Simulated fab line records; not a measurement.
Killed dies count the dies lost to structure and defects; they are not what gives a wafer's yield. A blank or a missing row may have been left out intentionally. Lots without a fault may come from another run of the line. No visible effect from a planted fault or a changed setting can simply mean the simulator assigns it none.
A single fault, viewed from 2 desks | flow nand_harc | numbers are kept per desk, each desk with only its own; the story behind them comes last

## AT THE METROLOGY DESK
Lot by lot, what the gauges showed, no matter which tool ran the lot: averages of those sampled wafers that carry a number. Any lot whose mean is over 4 standard deviations away from the usual mean is out of limits and marked OUT; that distance is given in the brackets.
Columns: A = thk_nm at NHARC_A_ONON_D1_THK_MEAS_02, usual 999 nm; B = thk_nm at NHARC_A_ONON_D1_THK_MEAS_14, usual 999 nm; C = thk_nm at NHARC_A_ONON_D1_THK_MEAS_27, usual 1001 nm; D = thk_nm at NHARC_A_ONON_D1_THK_MEAS_34, usual 200.8 nm
lot  | first seen here | A    | B    | C    | D
L677 | day 7 20:37     | 989  | 981  | 1010 | 198.5
L678 | day 8 06:36     | 1004 | 993  | 981  | 199.7
L679 | day 8 14:25     | 991  | 996  | 1003 | 200.6
L680 | day 8 23:17     | 1018 | 983  | 987  | 202.2
L682 | day 9 15:53     | 1017 | 1010 | 1006 | 201.6
L684 | day 10 11:26    | 1005 | 1008 | 990  | 202.5
L685 | day 11 07:12    | 990  | 995  | 1009 | 197.3
L686 | day 11 16:49    | 1006 | 992  | 1018 | 362.6 (+58) OUT
L687 | day 12 04:33    | 995  | 1008 | 1004 | 366.3 (+59) OUT
L696 | day 15 14:13    | 988  | 1003 | 1008 | 198.5
L697 | day 15 22:25    | 998  | 1008 | 988  | 200.9
L698 | day 16 08:28    | 983  | 1013 | 990  | 205.1
L700 | day 17 02:46    | 1003 | 992  | 996  | 199.3
L699 | day 17 02:47    | 1001 | 989  | 998  | 199.9
This desk's finding: out of limits on L686, L687; first on L686, day 12 06:02 (thk_nm at NHARC_A_ONON_D1_THK_MEAS_34). In limits: L677, L678, L679, L680, L682, L684, L685, L696, L697, L698, L700, L699.

## TOOL OWNER'S DESK, pecvd-02
The tool's own readings at NHARC_A_ONON_D1_DEP_33 (deposits SiO2, target thk 200 nm): means of the sampled wafers that have a number, for each lot that ran on this tool. Any lot whose mean is over 4 standard deviations away from the usual mean is out of limits and marked OUT; that distance is given in the brackets.
Columns: A = heater_power_w at NHARC_A_ONON_D1_DEP_33, usual 532 W; B = susceptor_temp_C at NHARC_A_ONON_D1_DEP_33, usual 400.01 C; C = throttle_valve_pct at NHARC_A_ONON_D1_DEP_33, usual 15.8 %
lot  | first seen here | A   | B      | C
L677 | day 8 09:10     | 509 | 400.09 | 15.9
L682 | day 10 04:16    | 491 | 400.05 | 15.7
L684 | day 11 01:15    | 488 | 399.95 | 15.5
L685 | day 11 21:38    | 468 | 399.94 | 15.6
L686 | day 12 05:37    | 504 | 400.04 | 15.5
L687 | day 12 18:20    | 432 | 399.89 | 15.7
L697 | day 16 11:55    | 460 | 400.09 | 15.5
L698 | day 16 20:55    | 461 | 399.99 | 15.8
L699 | day 17 15:25    | 528 | 399.92 | 16.2
This desk found nothing out of limits on any of the 9 lots.

## BROUGHT TOGETHER
An alarm was possible from the metrology desk at day 12 06:02, on L686, L687.
The desk of the tool owner found nothing out of limits.
Tool owner's desk: L686, L687 on record, inside its limits.
The lots listed all ran NHARC_A_ONON_D1_DEP_33 on pecvd-02.

## WHAT THE SIMULATOR PUT IN
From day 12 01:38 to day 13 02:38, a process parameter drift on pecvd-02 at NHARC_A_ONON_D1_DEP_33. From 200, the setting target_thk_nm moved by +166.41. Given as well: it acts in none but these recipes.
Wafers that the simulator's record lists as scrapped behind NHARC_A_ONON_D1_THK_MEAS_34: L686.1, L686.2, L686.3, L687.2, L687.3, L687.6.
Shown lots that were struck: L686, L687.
Hours from the fault's start to each desk's first reading out of limits: the metrology desk, 4.
